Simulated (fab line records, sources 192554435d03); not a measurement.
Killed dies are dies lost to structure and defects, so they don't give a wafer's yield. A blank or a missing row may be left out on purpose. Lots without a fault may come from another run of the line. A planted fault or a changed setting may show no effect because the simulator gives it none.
Chamber matching | flow n5_finfet | N5_BEOL_M8_ETCH_72 on rie_diel-03: 4 sister chambers
The step etches underlayer in N2/H2, target depth 6.5 nm, time 5.2 s. 18 wafers are shown with their chamber, then 9 later ones without.

WAFERS WITH THEIR CHAMBER
wafer  | chamber | drypump_motor_current_A (A) | showerhead_plenum_p_Torr (Torr) | throttle_valve_pct (%)
L081.1 | 0       | 5.2                         | 2.43                            | 17.99
L081.3 | 1       | 5.9                         | 2.59                            | 17.37
L081.6 | 2       | 5.9                         | 2.72                            | 17.77
L077.1 | 1       | 5.9                         | 2.59                            | 17.35
L077.3 | 3       | 5.8                         | 2.56                            | 18.11
L077.6 | 0       | 5.2                         | 2.43                            | 18.03
L084.2 | 1       | 5.9                         | 2.58                            | 17.39
L084.5 | 1       | 5.9                         | 2.58                            | 17.38
L084.6 | 2       | 5.9                         | 2.71                            | 17.79
L089.1 | 2       | 5.8                         | 2.71                            | 17.81
L089.3 | 3       | 5.8                         | 2.55                            | 18.17
L089.5 | 0       | 5.2                         | 2.42                            | 18.03
L087.3 | 3       | 5.8                         | 2.56                            | 18.13
L087.4 | 2       | 5.8                         | 2.71                            | 17.78
L087.5 | 2       | 5.8                         | 2.71                            | 17.82
L090.1 | 2       | 5.9                         | 2.71                            | 17.81
L090.2 | 3       | 5.8                         | 2.55                            | 18.15
L090.6 | 0       | 5.2                         | 2.42                            | 18.06

SIGNATURES (means of the wafers above)
reading                  | chamber 0 | chamber 1 | chamber 2 | chamber 3 | scatter within a chamber
drypump_motor_current_A  | 5.200     | 5.900     | 5.850     | 5.800     | 0.0327
showerhead_plenum_p_Torr | 2.4250    | 2.5850    | 2.7117    | 2.5550    | 0.00523
throttle_valve_pct       | 18.0275   | 17.3725   | 17.7967   | 18.1400   | 0.0228
Rule: a wafer's distance from a chamber is the root of the sum, over the readings, of the square of ((its reading less the chamber's mean) divided by the reading's scatter). The wafer belongs to the nearest chamber; if the next one is less than 2 further off, it can't be placed. The scatter: the root of (the sum of the squares of (reading less its chamber's mean) over the shown wafers, divided by (wafers less chambers)).

WAFERS WITHOUT THEIR CHAMBER
wafer  | drypump_motor_current_A (A) | showerhead_plenum_p_Torr (Torr) | throttle_valve_pct (%)
L093.2 | 5.8                         | 2.70                            | 17.84
L093.3 | 5.8                         | 2.55                            | 18.18
L093.6 | 5.8                         | 2.70                            | 17.81
L095.4 | 5.2                         | 2.42                            | 18.09
L095.5 | 5.8                         | 2.55                            | 18.18
L095.6 | 5.9                         | 2.70                            | 17.80
L096.1 | 5.8                         | 2.55                            | 18.17
L096.3 | 5.9                         | 2.57                            | 17.41
L096.5 | 5.8                         | 2.70                            | 17.85

WHICH CHAMBER EACH WENT THROUGH
wafer  | from the rows above | in truth
L093.2 | 2                   | 2
L093.3 | 3                   | 3
L093.6 | 2                   | 2
L095.4 | 0                   | 0
L095.5 | 3                   | 3
L095.6 | 2                   | 2
L096.1 | 3                   | 3
L096.3 | 1                   | 1
L096.5 | 2                   | 2
Placed correctly: 9 of 9. Can't be placed from these rows: 0. Placed wrongly: 0.
